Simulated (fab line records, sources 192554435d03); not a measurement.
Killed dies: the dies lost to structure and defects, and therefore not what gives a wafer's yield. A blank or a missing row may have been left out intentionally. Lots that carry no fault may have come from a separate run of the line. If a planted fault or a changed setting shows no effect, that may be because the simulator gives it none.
Split-lot experiment	flow n5_finfet	21 wafers read from 7 lots, route of 1938 steps

ABOUT THE SPLIT
At N5_BEOL_M5_ILD_DEP_00 (deposits SiCOH lowk from DEMS/porogen, target thk 140.64 nm, time 25.9 s), the setting time_s was moved away from the recipe's 25.9 s on 9 of the 21 wafers read, by -13.0% to +14.6%. This setting was run at the recipe's value on the other wafers.

FROM THE SPLIT ON TO THE READING: in between, the file shows 1 step
- N5_BEOL_M5_CURE_79: cures SiCOH lowk, time 240 s

THE READING
M5_ILD_THK, in nm, at N5_BEOL_M5_THK_MEAS_01. Fault-free wafers of this fab line usually give 120.9 nm, standard deviation 1.6 nm.

wafer	tool, chamber at the split	time_s as run, s	against the recipe	M5_ILD_THK, nm	against lot-mates on the recipe
L078.1	pecvd-02, 1,0	25.9	recipe	120.2	-
L078.3	pecvd-02, 1,0	25.9	recipe	120.3	-
L078.5	pecvd-02, 2	25.9	recipe	122.3	-
L077.1	pecvd-02, 2	29.67	+14.6%	138.3	+17.0
L077.3	pecvd-02, 0	29.67	+14.6%	135.1	+13.8
L077.6	pecvd-02, 0	25.9	recipe	121.3	-
L079.1	pecvd-02, 1	25.9	recipe	121.6	-
L079.4	pecvd-02, 2	25.9	recipe	123.1	-
L079.5	pecvd-02, 1	27.11	+4.7%	129.4	+7.1
L088.1	pecvd-04, 1	22.54	-13.0%	102.1	-18.0
L088.2	pecvd-04, 2	25.9	recipe	120.1	-
L088.5	pecvd-04, 0	22.54	-13.0%	105.2	-14.9
L089.3	pecvd-02, 2	25.9	recipe	120.0	-
L089.4	pecvd-02, 2	25.9	recipe	123.3	-
L089.5	pecvd-02, 1	24.17	-6.7%	115.7	-6.0
L090.1	pecvd-02, 1	29.47	+13.8%	137.6	+15.6
L090.5	pecvd-02, 1	25.9	recipe	122.0	-
L090.6	pecvd-02, 0	25.9	recipe	121.9	-
L097.3	pecvd-02, 1	25.9	recipe	124.3	-
L097.4	pecvd-02, 2	24.84	-4.1%	117.6	-6.7
L097.5	pecvd-02, 2	24.84	-4.1%	116.8	-7.5
If several chambers appear in one row, that row covers several wafers at once and the file leaves open which wafer was in which chamber.

FIT RESULTS
A straight line over all 21 wafers: M5_ILD_THK changes by +1.18 nm for each +1% of time_s; r = +0.98; the points scatter about the line by 1.8 nm.
The same after taking each lot's own level away (the mean of its wafers on the recipe; 21 wafers): +1.17 nm for each +1%; r = +0.99; scatter 1.5 nm.
The reading moves by 17 nm for the largest change in time_s, on that fit.
From 120.10 to 124.30 nm: that is the span of the lots' own levels, equal to 2.6 times the standard deviation above.
Consequently the slope shifts little with the lot-to-lot level, the two slopes agreeing.
Check: for one of the wafers moved furthest among these (+14.6%), held out of the fit, the line's prediction against its lot-mates is +16.5 nm. Against them it came out at +17 nm.

OTHER SPLITS APPLIED TO THESE WAFERS
Before the reading, these wafers also passed through other splits. Each is held against what the fit with the lots' levels taken away leaves over:
other split on the same wafers	wafers away from the commonest value	r with M5_ILD_THK (lot level and that fit taken away)
N5_BEOL_M2_DESCUM_16 time_s	6	+0.11
N5_BEOL_M2_ETCH_74 source_w	6	-0.32
N5_BEOL_M3_COAT_68 spin_rpm	9	-0.26
N5_BEOL_M3_COAT_22 spin_rpm	8	-0.20
N5_BEOL_M4_COAT_05 spin_rpm	6	-0.10
N5_BEOL_M4_ETCH_64 bias_w	6	+0.03

THE WHOLE CHAIN: every reading that the file lists as answering this split, in the file's order
step	what it does	reading	change (the file's fit)	r (the file's)
N5_BEOL_M5_ILD_DEP_00	deposits SiCOH lowk from DEMS/porogen, target thk 140.64 nm, time 25.9 s	SiCOH_lowk_of_BEOL_M5_ILD_DEP_00.thk_nm (the simulator's own value, which no gauge read)	+1.33 nm for each +1% of the setting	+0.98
N5_BEOL_M5_CURE_79	cures SiCOH lowk, time 240 s	SiCOH_lowk_of_BEOL_M5_ILD_DEP_00.thk_nm (the simulator's own value, which no gauge read)	+1.15 nm for each +1% of the setting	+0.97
N5_BEOL_M5_THK_MEAS_01		M5_ILD_THK	+1.16 for each +1% of the setting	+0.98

THE FILE'S OWN FIT
M5_ILD_THK changes by +1.16 nm for each +1% of time_s, r = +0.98.
